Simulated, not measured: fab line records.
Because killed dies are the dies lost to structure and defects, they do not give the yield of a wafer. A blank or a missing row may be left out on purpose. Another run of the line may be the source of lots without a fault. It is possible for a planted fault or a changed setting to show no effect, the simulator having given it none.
The tool behind it: which one? + flow n5-finfet + 30 wafers from 10 lots sampled at 2 of the route's 1938 steps

WHAT THE GAUGES READ, wafer by wafer
N5_BEOL_M4_RC_MEAS_101.
| lot  | measured     | on        | DIBL_N (mV/V)  | DIBL_P (mV/V)  | IOFF_N (nA/um) | IOFF_P (nA/um) | ION_N (uA/um) | ION_P (uA/um) | SS_N (mV/dec)  | SS_P (mV/dec)  | VT_N (mV)   | VT_P (mV)            |
|------|--------------|-----------|----------------|----------------|----------------|----------------|---------------|---------------|----------------|----------------|-------------|----------------------|
| L348 | day 8 23:30  | prober-01 | 36.3 35.8 38.5 | 37.4 37.5 40.0 | 0.17 0.16 0.23 | 0.21 0.22 0.26 | 683 672 702   | 462 468 475   | 71.5 70.7 71.8 | 73.8 72.9 73.9 | 248 250 245 | -249.2 -247.8 -246.1 |
| L351 | day 10 02:00 | prober-02 | 32.7 34.2 35.7 | 32.6 34.1 37.3 | 0.10 0.12 0.15 | 0.14 0.16 0.20 | 643 663 692   | 446 453 471   | 70.0 71.5 71.5 | 71.9 72.7 73.3 | 259 255 248 | -257.7 -254.1 -249.6 |
| L354 | day 10 05:17 | prober-01 | 37.1 38.0 40.5 | 38.9 39.6 43.6 | 0.18 0.18 0.26 | 0.20 0.22 0.29 | 690 681 697   | 466 464 464   | 70.7 71.6 72.0 | 73.9 74.2 74.2 | 244 247 242 | -253.0 -252.3 -248.7 |
| L355 | day 11 02:52 | prober-01 | 36.3 36.3 39.2 | 36.1 36.3 39.5 | 0.17 0.16 0.24 | 0.20 0.20 0.26 | 683 686 691   | 464 464 459   | 71.6 71.9 72.2 | 73.7 73.7 74.0 | 247 249 244 | -252.8 -252.5 -249.3 |
| L359 | day 11 10:07 | prober-01 | 35.5 33.3 35.3 | 34.8 33.1 34.6 | 0.15 0.12 0.15 | 0.20 0.18 0.19 | 685 669 677   | 470 456 462   | 71.1 70.8 70.9 | 72.8 72.4 72.5 | 250 252 251 | -249.7 -249.3 -251.7 |
| L361 | day 12 00:50 | prober-02 | 37.1 34.1 35.4 | 38.8 35.2 36.9 | 0.18 0.12 0.13 | 0.21 0.16 0.17 | 677 658 653   | 459 452 448   | 71.9 70.2 71.9 | 73.7 72.8 72.6 | 249 256 256 | -252.9 -257.1 -255.8 |
| L362 | day 12 11:57 | prober-01 | 35.5 32.1 34.3 | 34.3 31.1 32.7 | 0.13 0.09 0.11 | 0.18 0.13 0.15 | 662 640 664   | 454 441 460   | 70.9 70.4 70.6 | 72.9 72.0 72.1 | 255 259 256 | -251.6 -256.4 -255.7 |
| L364 | day 12 22:46 | prober-01 | 37.1 35.1 37.7 | 38.5 35.2 38.7 | 0.16 0.12 0.17 | 0.23 0.20 0.24 | 678 664 680   | 465 463 470   | 71.7 71.3 71.9 | 73.3 72.1 73.4 | 251 257 250 | -248.7 -251.2 -249.4 |
| L369 | day 14 06:26 | prober-01 | 37.2 37.9 39.3 | 37.1 36.6 38.0 | 0.16 0.16 0.20 | 0.21 0.21 0.25 | 673 681 687   | 457 461 464   | 71.4 72.1 72.2 | 73.4 74.0 73.7 | 250 250 247 | -252.4 -252.9 -246.7 |
| L368 | day 14 07:43 | prober-02 | 37.5 37.7 36.6 | 39.3 39.7 38.0 | 0.18 0.18 0.16 | 0.24 0.25 0.23 | 691 680 685   | 475 471 474   | 71.0 72.0 71.1 | 73.8 74.1 73.4 | 246 247 246 | -246.5 -247.2 -248.1 |

N5_BEOL_M6_OVL_MEAS_29.
| lot  | measured     | on         | V5_OVL (nm)   |
|------|--------------|------------|---------------|
| L348 | day 9 18:06  | overlay-01 | 0.8 0.4 -0.2  |
| L351 | day 10 17:34 | overlay-01 | 0.6 0.7 0.0   |
| L354 | day 11 01:01 | overlay-01 | 0.4 0.2 -0.7  |
| L355 | day 11 19:51 | overlay-02 | 1.1 2.6 0.8   |
| L359 | day 12 02:15 | overlay-02 | 1.1 0.1 -0.3  |
| L361 | day 12 16:15 | overlay-01 | 0.1 0.9 0.0   |
| L362 | day 13 06:21 | overlay-02 | -0.8 0.0 -0.2 |
| L364 | day 13 18:46 | overlay-02 | 0.7 1.4 1.1   |
| L369 | day 15 04:25 | overlay-02 | 0.2 0.7 0.7   |
| L368 | day 15 07:18 | overlay-02 | 0.7 0.2 1.1   |

EACH LOT AND THE TOOL THAT RAN IT (in order: tool; ch and the chambers of the sampled wafers; start)
The record holds no process step before these readings.

WHAT THE TOOLS THEMSELVES READ (means of the sampled wafers that have a number; where no wafer has one, the mark that the record gives instead)
The record holds no such reading with a usual standard deviation.

THE ANSWER, worked out from the rows above alone
Rule: usual is defined by the lots themselves. Put in order of their means at a reading, lots are off if they are a third of the lots or fewer, leave a main group of 4 or more, and stand apart from it by a gap of 3 or more times the standard deviation of the main group's means; of several such gaps the widest counts. A main group whose means are all the same, to the digits that the tables above print for the reading, isn't used. A lot without any number at a reading at which 4 lots or more have one is off too. The other lots that the step has rows for count as sound. The gauges are gone through in route order, then the tools' own readings, and for those a lot's mean is taken as printed above. The first step at which some lot is off is used, and at that step the reading that is off furthest; a lot without a number counts as furthest.
No lot is off on any of the readings shown, so nothing can be concluded from this.

WHAT THE SIMULATOR HAD INSERTED
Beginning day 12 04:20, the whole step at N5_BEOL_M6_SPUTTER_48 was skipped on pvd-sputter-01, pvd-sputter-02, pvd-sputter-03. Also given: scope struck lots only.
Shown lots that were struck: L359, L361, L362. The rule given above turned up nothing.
